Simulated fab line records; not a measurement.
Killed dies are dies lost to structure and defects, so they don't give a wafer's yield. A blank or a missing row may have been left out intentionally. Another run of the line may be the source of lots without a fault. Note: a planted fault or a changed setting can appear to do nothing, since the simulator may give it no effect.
fab line records	flow n5_finfet
record: lots: 7	wafers: 18	last_day: 17
route steps=1938 shown HKMG_FIN@462 GATE_CUT@465 BEOL_M4@1111 PASSIVATION@1936
lots that met no fault: taken from a fault-free run of the same line
start_h: hours from the record's first day to the start of the lot's first wafer shown	wait_h: hours elapsed since this lot's preceding step	" the same as in the row above	L1.1+2: a single row standing in for several wafers	- either no value or no given start	* or withheld: withheld	< > ~ a bound
route shown NAME@n: NAME is a module with steps in the file, n the number in the route of the first one	usual: mean and standard deviation over wafers with no fault	same: alike in all rows	chamber/n: place in a boat	sites: readings site by site	_std_site: their standard deviation	_edge_site: the outer-site mean with the inner-site mean subtracted	radius_mm: for every site, how far away it sits from the centre of the wafer	mask NAME#n: copy n	behind: the tool/chamber that last shaped the wafer	hold: what put the lot on hold/how long, in hours/how the hold closed	device: transistor that didn't switch, given as n, p or np	end of line: the route-end tests of the same wafers	for a step that has no rows: nothing shown but its recipe	killed: at the first sort, the dies lost to defects and structure; wafer yield is something else	map: dies across one wafer; x = killed, . = not, _ = none there
set.NAME: the setting as run; set.NAME@STEP: as run at that earlier step	model.NAME: the simulator's own value behind a step, which no gauge read
a table for each step, a row for each wafer; lots at some steps of the route
services: a tool's chamber out of use, with start hour (start_h, from the record's first day; less than 0 if before it), hours out, and reason
== steps ==
step: N5_HKMG_FIN_CMP_94
recipe: stop_on: SiNx	post_cmp_clean: w_dilute_nh4oh	t_overpolish_s: 4.7	down_force_psi: 4	platen_rpm: 50.289	pad_velocity_m_s: 1.0006	target_thk_nm: 43.299
usual: motor_current_A: 12.4/1	slurry_filter_dp_kPa: 13.50/0.12
same: t_overpolish_s: 4.7
lot.wafer	tool	chamber	start_h	wait_h	motor_current_A	slurry_filter_dp_kPa
L177.3	cmp-03	3	90.69	0.4	12.0	13.52
L177.5	"	3	"	"	12.1	13.47
L177.6	"	0	"	"	11.7	13.42
L179.2	cmp-02	2	103.99	0.3	12.7	13.53
L179.1	"	3	"	"	11.9	13.43
L179.6	"	2	"	"	11.9	13.33
L184.2	cmp-03	1	136.82	0.3	12.5	13.48
L184.3	"	2	"	"	12.8	13.65
L184.1	"	3	"	"	11.1	13.34
L185.3	cmp-02	2	142.14	0.4	12.1	13.44
L185.5	"	3	"	"	12.0	13.53
L186.5	cmp-04	2	150.82	0.2	14.0	13.45
L186.6	"	3	"	"	11.1	13.51
L187.6	cmp-02	2	154.32	0.2	12.5	13.35
L187.5	"	3	"	"	11.9	13.43
L197.1	cmp-02	1	214.04	0.4	14.3	13.39
L197.3	"	3	"	"	12.1	13.47
L197.6	"	2	"	"	12.4	13.49
step: N5_HKMG_FIN_INSPECT_28
recipe: inspect_instrument: darkfield	mode: post_cmp
usual: raw_defect_count: 42/16
lot.wafer	tool	chamber	start_h	wait_h	raw_defect_count
L177.3	defect_inspect-01	-	90.93	0.0	22
L177.5	"	-	"	"	49
L177.6	"	-	"	"	43
L179.1	defect_inspect-02	-	104.19	0.0	66
L179.2	"	-	"	"	71
L179.6	"	-	"	"	91
L184.1	defect_inspect-01	-	137.02	0.0	24
L184.2	"	-	"	"	77
L184.3	"	-	"	"	60
L185.3	defect_inspect-01	-	142.38	0.0	45
L185.5	"	-	"	"	37
L186.5	defect_inspect-01	-	150.93	0.0	32
L186.6	"	-	"	"	34
L187.5	defect_inspect-02	-	154.43	0.0	51
L187.6	"	-	"	"	44
L197.1	defect_inspect-02	-	214.27	0.0	93
L197.3	"	-	"	"	53
L197.6	"	-	"	"	35
step: N5_GATE_CUT_ETCHBACK_00
recipe: chemistry: SF6/Cl2	target: W	pressure_mtorr: 8	icp_w: 900	bias_w: 80	SF6_flow_sccm: 40	Cl2_flow_sccm: 60
usual: drypump_motor_current_A: 5.7/0.51	oes_product_au: 0.71/0.048	throttle_valve_pct: 27.2/0.36
lot.wafer	tool	chamber	start_h	wait_h	drypump_motor_current_A	oes_product_au	rf_hours_counter_h	throttle_valve_pct
L177.3	rie_metal-02	0	91.00	0.1	5.1	0.70	-	27.0
L177.5	"	1	"	"	6.5	0.70	-	27.0
L177.6	"	0	"	"	5.2	0.70	-	27.0
L179.1	rie_metal-03	0	104.23	0.0	5.8	0.62	109	27.6
L179.2	"	1	"	"	4.9	0.86	13	27.6
L179.6	"	1	"	"	4.9	0.85	-	27.5
L184.1	rie_metal-02	0	137.06	0.0	5.2	0.69	79	27.0
L184.2	"	1	"	"	6.5	0.69	94	27.0
L184.3	"	0	"	"	5.1	0.68	-	27.0
L185.3	rie_metal-02	1	142.45	0.1	6.5	0.68	-	27.0
L185.5	"	1	"	"	6.5	0.69	-	27.0
L186.5	rie_metal-03	0	151.04	0.1	5.8	0.62	-	27.7
L186.6	"	1	"	"	4.9	0.84	-	27.5
L187.5	rie_metal-01	1	154.55	0.1	5.6	0.75	-	27.1
L187.6	"	0	"	"	5.7	0.70	-	28.1
L197.1	rie_metal-02	0	214.31	0.0	5.2	0.68	87	27.1
L197.3	"	1	"	"	6.5	0.68	-	27.0
L197.6	"	0	"	"	5.2	0.68	-	27.0
step: N5_GATE_CUT_ETCH_56
recipe: chemistry: Cl2/Ar	target: TiN	target_depth_a: 216	pressure_mtorr: 10	icp_w: 600	bias_w: 60	Cl2_flow_sccm: 40	Ar_flow_sccm: 60
usual: drypump_motor_current_A: 5.7/0.51	mfc_ar_sccm: 60.01/0.19	oes_ar_750_au: 0.71/0.046	oes_product_au: 0.71/0.049	throttle_valve_pct: 20.6/0.34
lot.wafer	tool	chamber	start_h	wait_h	drypump_motor_current_A	mfc_ar_sccm	oes_ar_750_au	oes_product_au	rf_hours_counter_h	throttle_valve_pct
L177.3	rie_metal-02	0	91.11	0.1	5.2	59.88	0.70	0.70	-	20.6
L177.5	"	1	"	"	6.5	60.43	0.72	0.70	-	20.5
L177.6	"	0	"	"	5.2	60.01	0.70	0.71	-	20.6
L179.1	rie_metal-03	0	104.35	0.1	5.8	60.09	0.60	0.62	109	21.0
L179.2	"	1	"	"	4.9	59.98	0.85	0.87	13	20.6
L179.6	"	1	"	"	4.9	60.23	0.85	0.86	-	20.6
L184.1	rie_metal-02	0	137.18	0.1	5.2	59.71	0.69	0.68	79	20.6
L184.2	"	1	"	"	6.5	60.03	0.71	0.70	95	20.6
L184.3	"	0	"	"	5.1	59.87	0.69	0.69	-	20.6
L185.3	rie_metal-02	1	142.56	0.1	6.5	60.10	0.71	0.69	-	20.6
L185.5	"	1	"	"	6.4	59.97	0.71	0.70	-	20.6
L186.5	rie_metal-03	0	151.14	0.1	5.8	60.09	0.60	0.61	-	21.0
L186.6	"	1	"	"	4.9	59.61	0.84	0.86	-	20.6
L187.5	rie_metal-01	1	154.65	0.1	5.7	59.93	0.74	0.75	-	20.3
L187.6	"	0	"	"	5.7	60.19	0.67	0.69	-	21.4
L197.1	rie_metal-02	0	214.43	0.1	5.1	59.94	0.67	0.67	87	20.6
L197.3	"	1	"	"	6.5	60.22	0.70	0.68	-	20.6
L197.6	"	0	"	"	5.1	60.08	0.68	0.68	-	20.6
step: N5_GATE_CUT_ETCHBACK_30
recipe: chemistry: Cl2/Ar	target: TiN	target_depth_a: 30	mode: isotropic	pressure_mtorr: 10	icp_w: 600	bias_w: 60	Cl2_flow_sccm: 40	Ar_flow_sccm: 60
step: N5_GATE_CUT_VAPOR_ETCH_60
recipe: chemistry: BCl3/Cl2	target: HfO2	mode: isotropic
step: N5_GATE_CUT_ETCH_58
recipe: chemistry: CH3F/O2	target: SiNx	target_depth_a: 170	time_s: 128.6	ion_energy_ev: 50	pressure_mtorr: 30	source_w: 415	bias_w: 21	Ar_flow_sccm: 150	CH3F_flow_sccm: 30	O2_flow_sccm: 20
usual: CH3F_flow_sccm: 30.01/0.09	drypump_motor_current_A: 5.8/0.56	mfc_ar_sccm: 150.0/0.45	oes_product_au: 0.79/0.081	rf_vpp_V: 99.1/1	showerhead_plenum_p_Torr: 2.00/0.079	throttle_valve_pct: 16.41/0.19
lot.wafer	tool	chamber	start_h	wait_h	CH3F_flow_sccm	drypump_motor_current_A	mfc_ar_sccm	oes_product_au	rf_hours_counter_h	rf_vpp_V	showerhead_plenum_p_Torr	throttle_valve_pct
L177.3	rie_diel-05	3	91.37	0.1	29.91	5.1	149.6	0.68	223	98.0	1.89	16.55
L177.5	"	2	"	"	30.05	5.0	149.9	0.97	-	99.7	1.97	16.35
L177.6	"	3	"	"	29.99	5.1	149.2	0.69	-	98.3	1.89	16.53
L179.1	rie_diel-05	0	104.52	0.0	29.94	6.8	149.7	0.86	71	102.4	2.12	16.14
L179.2	"	1	"	"	30.05	5.4	150.4	0.79	110	98.0	1.91	16.17
L179.6	"	1	"	"	30.16	5.4	149.9	0.80	-	98.9	1.91	16.18
L184.1	rie_diel-03	1	137.80	0.5	30.12	6.1	150.4	0.75	160	99.7	2.02	16.44
L184.2	"	0	"	"	30.09	5.9	150.5	0.81	87	101.0	2.03	16.40
L184.3	"	3	"	"	30.05	5.6	150.0	0.72	177	98.8	1.99	16.44
L185.3	rie_diel-05	0	142.70	0.0	30.06	6.8	149.7	0.85	82	97.8	2.12	16.16
L185.5	"	2	"	"	30.00	5.0	150.0	0.93	-	95.8	1.97	16.36
L186.5	rie_diel-06	1	151.38	0.1	30.03	6.3	150.9	0.78	-	100.7	2.08	16.65
L186.6	"	2	"	"	30.08	5.4	150.2	0.72	-	98.0	1.90	16.58
L187.5	rie_diel-05	2	154.94	0.2	30.04	5.0	150.4	0.91	-	98.3	1.96	16.39
L187.6	"	1	"	"	30.01	5.4	149.7	0.78	-	98.5	1.91	16.20
L197.1	rie_diel-03	0	214.60	0.0	29.98	5.9	150.9	0.80	100	98.0	2.03	16.44
L197.3	"	1	"	"	29.93	6.1	150.5	0.73	173	100.0	2.01	16.46
L197.6	"	2	"	"	30.10	6.1	149.9	0.70	-	98.8	2.06	16.62
step: N5_GATE_CUT_STRIP_59
recipe: chemistry: N2/H2	time_s: 20	power_w: 100	temp_c: 40	pressure_mtorr: 100	rf_frequency_hz: 6e+07	bias_power_w: 3	n2_flow_sccm: 300	h2_flow_sccm: 300
usual: drypump_motor_current_A: 5.8/0.56	oes_product_au: 0.79/0.078	rf_vpp_V: 45.4/0.87	showerhead_plenum_p_Torr: 3.38/0.12	throttle_valve_pct: 12.28/0.22
lot.wafer	tool	chamber	start_h	wait_h	drypump_motor_current_A	oes_product_au	rf_hours_counter_h	rf_vpp_V	showerhead_plenum_p_Torr	throttle_valve_pct
L177.3	rie_diel-05	3	91.47	0.1	5.1	0.68	223	44.1	3.21	12.57
L177.5	"	2	"	"	5.1	0.96	-	45.9	3.34	12.22
L177.6	"	3	"	"	5.1	0.69	-	45.2	3.21	12.55
L179.1	rie_diel-05	0	104.62	0.1	6.8	0.87	71	45.4	3.55	11.96
L179.2	"	1	"	"	5.4	0.79	110	46.6	3.25	12.07
L179.6	"	1	"	"	5.4	0.80	-	44.8	3.25	12.05
L184.1	rie_diel-03	1	137.91	0.1	6.1	0.75	161	45.2	3.36	12.29
L184.2	"	0	"	"	5.9	0.82	87	45.9	3.42	12.19
L184.3	"	3	"	"	5.6	0.73	177	44.4	3.36	12.26
L185.3	rie_diel-05	0	142.80	0.1	6.8	0.85	82	43.7	3.54	11.98
L185.5	"	2	"	"	5.0	0.90	-	45.4	3.33	12.26
L186.5	rie_diel-06	1	151.46	0.0	6.4	0.78	-	46.1	3.54	12.64
L186.6	"	2	"	"	5.5	0.71	-	45.9	3.19	12.44
L187.5	rie_diel-05	2	155.02	0.0	5.1	0.89	-	45.2	3.32	12.29
L187.6	"	1	"	"	5.4	0.77	-	44.2	3.24	12.09
L197.1	rie_diel-03	0	214.70	0.1	5.9	0.81	100	44.6	3.41	12.23
L197.3	"	1	"	"	6.1	0.74	173	46.1	3.36	12.31
L197.6	"	2	"	"	6.2	0.70	-	45.5	3.47	12.51
step: N5_GATE_CUT_PRECLEAN_31
recipe: temp_c: 23	chemistry: DIW	time_s: 300
step: N5_GATE_CUT_SRD_32
recipe: time_s: 30	temp_c: 23	rinse_liquid: diw	dry: ipa_marangoni
step: N5_GATE_CUT_SAC_CAP_01
recipe: material: SiNx	target_thk_a: 240	temp_c: 400	ald_precursor_family: SiH2I2	ald_co_reactant: N2/H2-plasma	pulse_time_s: 1	ald_cycles: 480	purge_time_s: 2	co_reactant_purge_time_s: 2	pressure_torr: 2
step: N5_GATE_CUT_PECVD_57
recipe: material: SiNx	target_thk_a: 210	temp_c: 400	precursor: SiH4/NH3/N2	pressure_torr: 1.5	rf_w: 300
usual: heater_power_w: 810/69	showerhead_plenum_p_Torr: 5.13/0.047	throttle_valve_pct: 39.5/2.5
lot.wafer	tool	chamber	start_h	wait_h	heater_power_w	showerhead_plenum_p_Torr	throttle_valve_pct	model.SiNx_of_GATE_CUT_PECVD_57.thk_nm
L177.3	pecvd-04	0	95.52	1.1	685	5.10	40.5	20.6
L177.5	"	2	"	"	671	5.11	37.1	20.8
L177.6	"	0	"	"	685	5.08	40.6	20.6
L179.1	pecvd-03	1	107.03	1.1	732	5.13	42.4	21
L179.2	"	0	"	"	909	5.12	39.2	21
L179.6	"	1	"	"	721	5.13	42.2	21.4
L184.1	pecvd-04	0	140.32	1.1	778	5.09	40.4	20.6
L184.2	"	2	"	"	680	5.11	37.4	20.8
L184.3	"	1	"	"	799	5.16	38.5	21.2
L185.3	pecvd-03	2	146.16	1.1	924	5.13	34.9	21
L185.5	"	0	"	"	916	5.11	39.5	7.8
L186.5	pecvd-03	2	153.87	0.0	802	5.14	35.1	8
L186.6	"	1	"	"	817	5.13	42.3	8.4
L187.5	pecvd-03	1	157.42	0.0	898	5.13	42.5	8.4
L187.6	"	2	"	"	938	5.14	35.1	8.4
L197.1	pecvd-04	1	217.11	1.1	883	5.16	38.3	21.2
L197.3	"	0	"	"	779	5.09	40.7	21
L197.6	"	1	"	"	887	5.17	38.7	21.6
step: N5_GATE_CUT_CMP_02
recipe: stop_on: SiO2	t_overpolish_s: 12.7	post_cmp_clean: alkaline_brush	down_force_psi: 2.5	platen_rpm: 51.8	pad_velocity_m_s: 1.0307	target_thk_nm: 0
usual: motor_current_A: 9.3/1	slurry_filter_dp_kPa: 13.51/0.14	time_to_endpoint_s: 25.1/2.5
lot.wafer	tool	chamber	start_h	wait_h	motor_current_A	slurry_filter_dp_kPa	time_to_endpoint_s
L177.3	cmp-02	0	95.60	0.1	9.1	13.64	22.7
L177.5	"	0	"	"	8.6	13.58	23.2
L177.6	"	1	"	"	10.3	13.68	28.7
L179.2	cmp-02	1	107.14	0.1	10.8	13.54	25.7
L179.1	"	2	"	"	9.4	13.46	25.7
L179.6	"	0	"	"	8.5	13.74	24.6
L184.2	cmp-02	3	140.49	0.1	9.6	13.38	23.5
L184.1	"	1	"	"	10.5	13.39	25.6
L184.3	"	2	"	"	8.6	13.61	24.2
L185.3	cmp-01	3	146.28	0.1	8.3	13.35	26.2
L185.5	"	2	"	"	10.6	13.50	10.1
L186.5	cmp-01	1	154.07	0.2	7.9	13.72	12.2
L186.6	"	2	"	"	10.6	13.28	14.6
L187.5	cmp-03	1	157.62	0.2	9.6	13.38	12.4
L187.6	"	2	"	"	9.2	13.15	14.0
L197.3	cmp-02	3	217.26	0.1	9.2	13.56	23.0
L197.1	"	0	"	"	9.3	13.37	22.6
L197.6	"	1	"	"	10.7	13.34	27.7
step: N5_BEOL_M4_RC_MEAS_101
usual: DIBL_N: 36.1/1.6	DIBL_P: 35.8/2.1	IOFF_N: 0.16/0.031	IOFF_P: 0.21/0.034	ION_N: 673/12	ION_P: 461/7.2	SS_N: 71.4/0.59	SS_P: 73.3/0.63	VT_N: 250/3.1	VT_P: -250/3.3
lot.wafer	tool	chamber	start_h	wait_h	DIBL_N[mV/V]	DIBL_P[mV/V]	IOFF_N[nA/um]	IOFF_P[nA/um]	ION_N[uA/um]	ION_P[uA/um]	SS_N[mV/dec]	SS_P[mV/dec]	VT_N[mV]	VT_P[mV]
L177.3	prober-02	0	186.35	0.3	35.4	35.2	0.12	0.18	651	460	71.8	73.1	252	-251
L177.5	"	0	"	"	34.6	33.7	0.12	0.16	666	452	70.6	72.8	254	-255
L177.6	"	0	"	"	36.8	36.7	0.15	0.20	675	462	72.1	73.5	250	-250
L179.1	prober-02	0	200.75	0.0	35.2	36.3	0.16	0.21	680	465	71.5	73.5	250	-252
L179.2	"	0	"	"	35.7	36.7	0.17	0.20	670	459	70.6	74.7	251	-250
L179.6	"	0	"	"	37.3	38.2	0.19	0.22	686	461	72.3	74.0	247	-248
L184.1	prober-02	0	233.51	0.0	37.3	37.4	0.17	0.23	678	468	71.3	73.4	246	-247
L184.2	"	0	"	"	35.4	34.2	0.13	0.17	673	457	70.2	73.2	253	-254
L184.3	"	0	"	"	36.0	35.1	0.14	0.19	663	454	70.8	73.6	252	-249
L185.3	prober-01	0	235.26	0.3	33.1	32.4	0.11	0.14	661	449	70.6	72.2	254	-256
L185.5	"	0	"	"	35.0	35.7	0.14	0.17	676	460	71.0	72.2	251	-255
L186.5	prober-01	0	246.67	0.6	35.3	35.9	0.16	0.21	677	470	70.7	73.3	248	-251
L186.6	"	0	"	"	33.9	34.3	0.13	0.19	677	466	70.7	73.5	251	-250
L187.5	prober-01	0	251.39	0.6	33.7	32.1	0.12	0.16	658	448	70.5	72.8	252	-251
L187.6	"	0	"	"	35.7	35.2	0.16	0.21	687	476	71.6	73.3	248	-249
L197.1	prober-02	0	301.01	0.0	36.0	34.3	0.17	0.22	693	472	71.5	72.3	246	-249
L197.3	"	0	"	"	36.7	36.3	0.17	0.25	682	466	72.0	73.0	246	-246
L197.6	"	0	"	"	36.7	35.1	0.17	0.23	688	476	72.0	72.8	247	-246
step: N5_PASSIVATION_PROBE_49
usual: defect_limited_yield: 91.0/1.5	killed_at_M0_to_M3: 35/11	killed_at_M4_up: 13/6	killed_at_contacts: 14/6.5	killed_at_front_end: 40/12	killed_at_other: 4/3.4	killed_dies: 106/18	killed_open: 68/14	killed_short: 35/7.7	sort_bin_5_function: 5.2/0.98	sort_bin_6_memory: 3.4/0.72	sort_n_pass: 1074/18	sort_yield_pct: 91.0/1.5
same: gross_dies: 1180	killed_at_back_side: 0	sort_bin_4_leakage[%]: 0	sort_bin_8_speed[%]: 0
lot.wafer	tool	chamber	start_h	wait_h	defect_limited_yield[%]	killed_at_M0_to_M3	killed_at_M4_up	killed_at_contacts	killed_at_front_end	killed_at_other	killed_dies	killed_open	killed_short	sort_bin_5_function[%]	sort_bin_6_memory[%]	sort_n_pass	sort_yield_pct[%]
L177.3	prober-02	-	292.75	0.1	87.6	53	5	32	50	6	146	92	53	7.7	4.5	1034	87.6
L177.5	prober-02	-	292.85	0.2	90.6	44	10	23	27	7	111	71	38	5.2	3.6	1069	90.6
L177.6	prober-02	-	292.90	0.3	90.0	59	3	23	26	7	118	76	42	5.6	3.9	1062	90.0
L186.5	prober-02	-	352.23	0.2	93.2	31	14	1	32	2	80	53	25	4.9	1.7	1100	93.2
L186.6	prober-02	-	352.28	0.3	92.6	32	10	13	25	7	87	63	22	4.1	3.1	1093	92.6
killed by level:class
L177.3 MOL_CONTACT_COAG:geometric_particle:open=26 BEOL_M0_SAQP:geometric_particle:open=16 STI_FIN_REVEAL:geometric_particle:open=15 BEOL_M0_SAQP:geometric_particle:short=12 BEOL_M2:geometric_particle:open=10 FIN_SAQP:geometric_particle:open=8 GATE_CUT:geometric_particle:short=7 FIN_SAQP:geometric_particle:short=5
L177.5 MOL_CONTACT_COAG:geometric_particle:open=21 FIN_SAQP:geometric_particle:open=11 BEOL_M0_SAQP:geometric_particle:open=11 BEOL_M2:geometric_particle:open=8 BEOL_M0_SAQP:geometric_particle:short=7 BEOL_M2:geometric_particle:short=6 BEOL_M3:geometric_particle:open=5 MIM_TOP_ETCH:geometric_particle:short=4
L177.6 MOL_CONTACT_COAG:geometric_particle:open=18 BEOL_M0_SAQP:geometric_particle:open=16 BEOL_M0_SAQP:geometric_particle:short=16 BEOL_M2:geometric_particle:open=12 FIN_SAQP:geometric_particle:open=6 GATE_CUT:geometric_particle:short=5 MOL_CONTACT_COAG:geometric_particle:short=5 BEOL_M1:geometric_particle:open=4
L186.5 BEOL_M3:geometric_particle:open=9 BEOL_M1:geometric_particle:open=6 FIN_SAQP:geometric_particle:open=4 FIN_SAQP:geometric_particle:short=4 STI_FIN_REVEAL:geometric_particle:open=4 ILD0:geometric_particle:open=4 ILD0:geometric_particle:short=4 BEOL_M5:geometric_particle:open=4
L186.6 MOL_CONTACT_COAG:geometric_particle:open=11 BEOL_M0_SAQP:geometric_particle:open=7 BEOL_M1:geometric_particle:open=6 BEOL_M3:geometric_particle:open=5 GATE_CUT:geometric_particle:open=4 BEOL_M2:geometric_particle:open=4 DUMMY_GATE:geometric_particle:open=3 BEOL_M0_SAQP:geometric_particle:short=3
== services ==
tool	chamber	start_h	hours	kind
cmp-02	-	67.40	1.0	repair
rie_diel-06	1	79.24	2.5	repair
cmp-02	-	80.93	1.7	repair
pecvd-04	2	83.32	2.2	repair
cmp-03	-	84.15	0.6	repair
rie_metal-02	-	85.09	0.1	repair
cmp-01	-	86.37	2.5	repair
rie_diel-06	3	91.35	10.4	repair
rie_diel-03	1	111.25	11.3	repair
pecvd-03	2	127.03	15.7	repair
cmp-02	-	131.67	0.6	repair
rie_diel-05	1	140.23	4.2	repair
rie_diel-05	0	144.19	3.1	repair
cmp-03	-	147.38	4.0	pm
rie_diel-03	1	156.24	7.0	repair
rie_diel-03	2	158.64	5.7	repair
rie_metal-02	0	166.26	7.7	repair
rie_diel-06	1	171.06	6.3	repair
cmp-03	-	181.03	5.0	pm
cmp-01	-	182.90	1.0	repair
rie_diel-05	1	185.48	11.0	repair
cmp-01	-	190.13	0.5	repair
rie_metal-02	1	198.86	9.7	repair
rie_diel-03	3	202.61	2.6	repair
== key ==
first_sign: step: N5_GATE_CUT_CMP_02	reading: time_to_endpoint_s	direction: down	sigmas: 4.9	usual: *	struck: *
effect none on later readings
model_effect: step: N5_GATE_CUT_PECVD_57	value: SiNx_of_GATE_CUT_PECVD_57.thk_nm	without: 21.4	struck: 8.2
met_at N5_GATE_CUT_PECVD_57
struck_wafers L185.5,L186.5,L186.6,L187.5,L187.6
onset_between 107.03 146.16
fault: kind: process_parameter_drift	tool: pecvd-03	chamber: -	onset_h: 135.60	steps: N5_GATE_CUT_PECVD_57	channel: target_thk_a	offset: *	shape: step	end_h: 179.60	scope: struck_wafers_only	acts_in: *	stated: *
